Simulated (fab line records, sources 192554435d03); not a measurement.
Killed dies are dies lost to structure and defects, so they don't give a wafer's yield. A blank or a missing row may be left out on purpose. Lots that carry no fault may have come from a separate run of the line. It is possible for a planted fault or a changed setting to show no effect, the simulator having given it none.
Split-lot experiment :: flow n5_finfet :: route with 1938 steps; 7 lots, 21 wafers read

== ABOUT THE SPLIT ==
At N5_BEOL_M0_CUTY_EXPOSE_54 (exposes mask M0 ABLK), the setting dose_mj was moved away from the recipe's 36 on 9 of the 21 wafers read, by -6.7% to +5.5%. The other wafers ran this setting at the recipe's value.

== FROM THE SPLIT TO THE READING: what the file shows between them, 2 steps ==
- N5_BEOL_M0_CUTY_PEB_55: peb time 60 s
- N5_BEOL_M0_CUTY_DEVELOP_56: develop time 30 s

== THE READING ==
cd_nm (nm) at N5_BEOL_M0_CUTY_CD_MEAS_57, where the cd target is 200 nm. A value of 200.3 nm with a standard deviation of 0.99 nm is what fault-free wafers of this fab line usually give.

wafer: L074.2
tool, chamber at the split: arfi_scanner-02, 0
dose_mj as run: 36
against the recipe: recipe
cd_nm, nm: 199.1
against lot-mates on the recipe: -

wafer: L074.4
tool, chamber at the split: arfi_scanner-02, 0
dose_mj as run: 36
against the recipe: recipe
cd_nm, nm: 200.4
against lot-mates on the recipe: -

wafer: L074.5
tool, chamber at the split: arfi_scanner-02, 0
dose_mj as run: 36
against the recipe: recipe
cd_nm, nm: 199.7
against lot-mates on the recipe: -

wafer: L080.2
tool, chamber at the split: arfi_scanner-03, 0
dose_mj as run: 36
against the recipe: recipe
cd_nm, nm: 200.4
against lot-mates on the recipe: -

wafer: L080.3
tool, chamber at the split: arfi_scanner-03, 0
dose_mj as run: 36
against the recipe: recipe
cd_nm, nm: 200.4
against lot-mates on the recipe: -

wafer: L080.6
tool, chamber at the split: arfi_scanner-03, 0
dose_mj as run: 36
against the recipe: recipe
cd_nm, nm: 199.9
against lot-mates on the recipe: -

wafer: L083.2
tool, chamber at the split: arfi_scanner-03, 0
dose_mj as run: 33.59
against the recipe: -6.7%
cd_nm, nm: 203.4
against lot-mates on the recipe: +3.9

wafer: L083.5
tool, chamber at the split: arfi_scanner-03, 0
dose_mj as run: 36
against the recipe: recipe
cd_nm, nm: 199.0
against lot-mates on the recipe: -

wafer: L083.6
tool, chamber at the split: arfi_scanner-03, 0
dose_mj as run: 36
against the recipe: recipe
cd_nm, nm: 200.0
against lot-mates on the recipe: -

wafer: L084.1
tool, chamber at the split: arfi_scanner-03, 0
dose_mj as run: 36
against the recipe: recipe
cd_nm, nm: 200.5
against lot-mates on the recipe: -

wafer: L084.2
tool, chamber at the split: arfi_scanner-03, 0
dose_mj as run: 35.08
against the recipe: -2.6%
cd_nm, nm: 202.4
against lot-mates on the recipe: +1.9

wafer: L084.3
tool, chamber at the split: arfi_scanner-03, 0
dose_mj as run: 35.08
against the recipe: -2.6%
cd_nm, nm: 203.7
against lot-mates on the recipe: +3.2

wafer: L087.2
tool, chamber at the split: arfi_scanner-01, 0
dose_mj as run: 34.71
against the recipe: -3.6%
cd_nm, nm: 203.1
against lot-mates on the recipe: +2.3

wafer: L087.4
tool, chamber at the split: arfi_scanner-01, 0
dose_mj as run: 34.71
against the recipe: -3.6%
cd_nm, nm: 202.9
against lot-mates on the recipe: +2.1

wafer: L087.5
tool, chamber at the split: arfi_scanner-01, 0
dose_mj as run: 36
against the recipe: recipe
cd_nm, nm: 200.8
against lot-mates on the recipe: -

wafer: L092.2
tool, chamber at the split: arfi_scanner-02, 0
dose_mj as run: 36
against the recipe: recipe
cd_nm, nm: 201.2
against lot-mates on the recipe: -

wafer: L092.4
tool, chamber at the split: arfi_scanner-02, 0
dose_mj as run: 34.18
against the recipe: -5.1%
cd_nm, nm: 204.1
against lot-mates on the recipe: +2.9

wafer: L092.6
tool, chamber at the split: arfi_scanner-02, 0
dose_mj as run: 34.18
against the recipe: -5.1%
cd_nm, nm: 204.6
against lot-mates on the recipe: +3.4

wafer: L094.1
tool, chamber at the split: arfi_scanner-02, 0
dose_mj as run: 37.99
against the recipe: +5.5%
cd_nm, nm: 197.9
against lot-mates on the recipe: -4.1

wafer: L094.4
tool, chamber at the split: arfi_scanner-02, 0
dose_mj as run: 36
against the recipe: recipe
cd_nm, nm: 202.0
against lot-mates on the recipe: -

wafer: L094.5
tool, chamber at the split: arfi_scanner-02, 0
dose_mj as run: 37.99
against the recipe: +5.5%
cd_nm, nm: 198.6
against lot-mates on the recipe: -3.4

THE FIT
A straight line over all 21 wafers: cd_nm changes by -0.568 nm for each +1% of dose_mj; r = -0.88; the points scatter about the line by 0.92 nm.
The same after taking each lot's own level away (the mean of its wafers on the recipe; 21 wafers): -0.653 nm for each +1%; r = -0.97; scatter 0.49 nm.
The reading moves by 4.4 nm for the largest change in dose_mj, on that fit.
Measured against the standard deviation above, the lots' own levels, which go from 199.50 to 202.00 nm, span 2.5 times it.
So the lot-to-lot level changes the slope: the two fits differ.
Check: for one of the wafers moved furthest among these (-6.7%), held out of the fit, the line's prediction against its lot-mates is +4.54 nm. Against them it came out at +3.9 nm.

== FURTHER SPLITS ON THESE WAFERS ==
Other splits were also applied to these wafers ahead of the reading. Each is held against what the fit with the lots' levels taken away leaves over:
other split on the same wafers: N5_HKMG_FIN_EXPOSE_09 dose_mj
wafers away from the commonest value: 8
r with cd_nm (lot level and that fit taken away): -0.21

other split on the same wafers: N5_HKMG_FIN_ETCH_32 source_w
wafers away from the commonest value: 9
r with cd_nm (lot level and that fit taken away): -0.26

other split on the same wafers: N5_MOL_CONTACT_COAG_ALD_27 ald_cycles
wafers away from the commonest value: 5
r with cd_nm (lot level and that fit taken away): +0.05

other split on the same wafers: N5_MOL_CONTACT_COAG_COAT_76 spin_rpm
wafers away from the commonest value: 7
r with cd_nm (lot level and that fit taken away): -0.34

other split on the same wafers: N5_MOL_CONTACT_COAG_ALD_133 ald_cycles
wafers away from the commonest value: 8
r with cd_nm (lot level and that fit taken away): +0.13

other split on the same wafers: N5_BEOL_M0_SAQP_ETCH_107 bias_w
wafers away from the commonest value: 8
r with cd_nm (lot level and that fit taken away): -0.09

other split on the same wafers: N5_BEOL_M0_SAQP_COAT_87 spin_rpm
wafers away from the commonest value: 9
r with cd_nm (lot level and that fit taken away): -0.04

== THE FILE'S OWN FIT ==
cd_nm changes by -0.64 nm for each +1% of dose_mj, r = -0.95.
